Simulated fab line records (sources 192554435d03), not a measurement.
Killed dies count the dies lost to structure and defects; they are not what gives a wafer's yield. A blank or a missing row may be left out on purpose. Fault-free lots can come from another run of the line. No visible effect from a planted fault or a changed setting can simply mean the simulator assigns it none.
A struck lot beside a sound one	flow n5_finfet	38 steps out of a route of 1938
Sound: these wafers, L869.1, L869.4. The struck wafers were L856.1, L856.4, L856.6. The cause is given at the end.
At each step with rows: each side's tool, then ch and its chambers, then its first start. Under that, the readings that differ: sound wafers	struck wafers	difference of the means	sigmas: that difference in standard deviations of wafers without a fault.
alike: words and numbers the same on both sides, and readings whose means are apart by under 2 such deviations; not compared: readings that were withheld, readings missing a value for some wafer, numbers with overlapping values and no deviation given by the record, and bounds like >300 which may hide the same value.
The two part at a step that has a row with sigmas, a row that says differs or no value, or rows on one side only. Numbers that don't overlap but have no deviation are shown without sigmas and don't part them. A reading missing from all wafers of one side parts the sides only when that side holds two or more wafers.

first, 9 steps without rows for these wafers: N5_BEOL_M4_ANNEAL_95 (time 240 s); N5_BEOL_M4_SPUTTER_96 (material Cu, target thk 4.5 nm, time 8.29 s); N5_BEOL_M4_ECD_50 (material Cu, target thk 300 nm); N5_BEOL_M4_ANNEAL_51 (time 90 s); N5_BEOL_M4_CMP_52 (polishes, stops on SiOC, t overpolish 6.8 s, target thk 40 nm); N5_BEOL_M4_PRE_CLEAN_60 (time 15 s); N5_BEOL_M4_CO_CAP_55 (material Co, precursor CCTBA/H2, target thk 2 nm, time 102.1 s); N5_BEOL_M4_PRE_CLEAN_56 (time 15 s); N5_BEOL_M4_DEP_57 (deposits SiCN from 3MS/NH3, target thk 8 nm, time 14 s).
N5_BEOL_M4_RC_MEAS_101:
  sound on prober-02 ch 0, day 13 04:55; struck on prober-02 ch 0, day 10 00:25
reading	sound	struck	difference	sigmas
IOFF_N (nA/um)	0.18 0.15	0.23 0.25 0.21	+0.07	+2
ION_N (uA/um)	683 665	699 699 696	+24	+2
SS_N (mV/dec)	71.2 71.5	72.9 72.5 72.3	+1.2	+2
  alike: DIBL_N, DIBL_P, IOFF_P, ION_P, SS_P, VT_N, VT_P
then, 24 steps without rows for these wafers: N5_BEOL_M5_ILD_DEP_00 (deposits SiCOH lowk from DEMS/porogen, target thk 140.64 nm, time 25.9 s); N5_BEOL_M5_CURE_79 (cures SiCOH lowk, time 240 s); N5_BEOL_M5_PECVD_70 (deposits SiO2 from TEOS/O2, target thk 16 nm, time 18 s); N5_BEOL_M5_HM_DEP_02 (deposits TiN, target thk 20 nm); N5_BEOL_M5_COAT_59 (time 60 s, resist thk 60 nm); N5_BEOL_M5_COAT_60 (time 60 s, resist thk 12 nm); N5_BEOL_M5_COAT_71 (time 60 s, resist thk 5 nm); N5_BEOL_M5_COAT_05 (resist thk 30 nm); N5_BEOL_M5_EBR_07; N5_BEOL_M5_SOFTBAKE_06 (time 60 s); N5_BEOL_M5_EXPOSE_08 (exposes mask M5, target cd 28 nm); N5_BEOL_M5_PEB_09 (peb time 60 s); N5_BEOL_M5_DEVELOP_10 (develop time 30 s); N5_BEOL_M5_DESCUM_16 (chemistry O2, time 7 s); N5_BEOL_M5_ETCH_72 (etches underlayer in N2/H2, target depth 6.5 nm, time 5.2 s); N5_BEOL_M5_ETCH_61 (etches SiARC in CF4, target depth 15.6 nm, time 26 s); N5_BEOL_M5_ETCH_62 (etches SOC in N2/H2, target depth 75 nm, overetch 15 nm, time 112.5 s); N5_BEOL_M5_STRIP_63 (strips in N2/H2); N5_BEOL_M5_STRIP_73 (strips in N2/H2); N5_BEOL_M5_STRIP_64 (strips in CF4); N5_BEOL_M5_HM_OPEN_17 (chemistry Cl2/BCl3, target TiN, target depth 20 nm, overetch 6 nm); N5_BEOL_M5_STRIP_19 (strips in O2); N5_BEOL_M5_COAT_65 (time 60 s, resist thk 60 nm); N5_BEOL_M5_COAT_66 (time 60 s, resist thk 12 nm).
-- here the record skips 3 days between the struck wafers' starts before and after, leaving off in module BEOL_M5 and picking up in module BEOL_M15 (first step shown: number 1821 of the route) --
N5_BEOL_M15_SPUTTER_45: material Cu, target thk 100 nm, time 16.67 s.
  struck on pvd_sputter-03, day 13 11:02; sound on pvd_sputter-01, day 16 15:19
  no value came back on the struck wafers for bias_v (V), cathode_dc_power_W (W), throttle_valve_pct (%); on the sound wafers bias_v (V) reads 59.5 60.2
N5_BEOL_M15_THK_MEAS_50: measures by xrf.
  struck on film_metro-02, day 13 11:59; sound on film_metro-02, day 16 16:47
reading	sound	struck	difference	sigmas
M15_THK (nm)	850 844	- - -	no value on the struck wafers	
N5_BEOL_M15_RS_MEAS_54: measures by four-point-probe.
  struck on film_metro-02, day 13 12:07; sound on film_metro-02, day 16 16:56
reading	sound	struck	difference	sigmas
M15_RS (ohm/sq)	0.0214 0.0214	32.403 32.425 32.994	+32.586	+99 or more
N5_PASSIVATION_PROBE_49:
  the record has rows for the struck wafers here (prober-01, day 14 03:17) and none for the sound ones

== WHERE THEY PART ==
Earliest at N5_BEOL_M4_RC_MEAS_101; latest, in this record, at N5_PASSIVATION_PROBE_49.

WHY: whatever the simulator had introduced
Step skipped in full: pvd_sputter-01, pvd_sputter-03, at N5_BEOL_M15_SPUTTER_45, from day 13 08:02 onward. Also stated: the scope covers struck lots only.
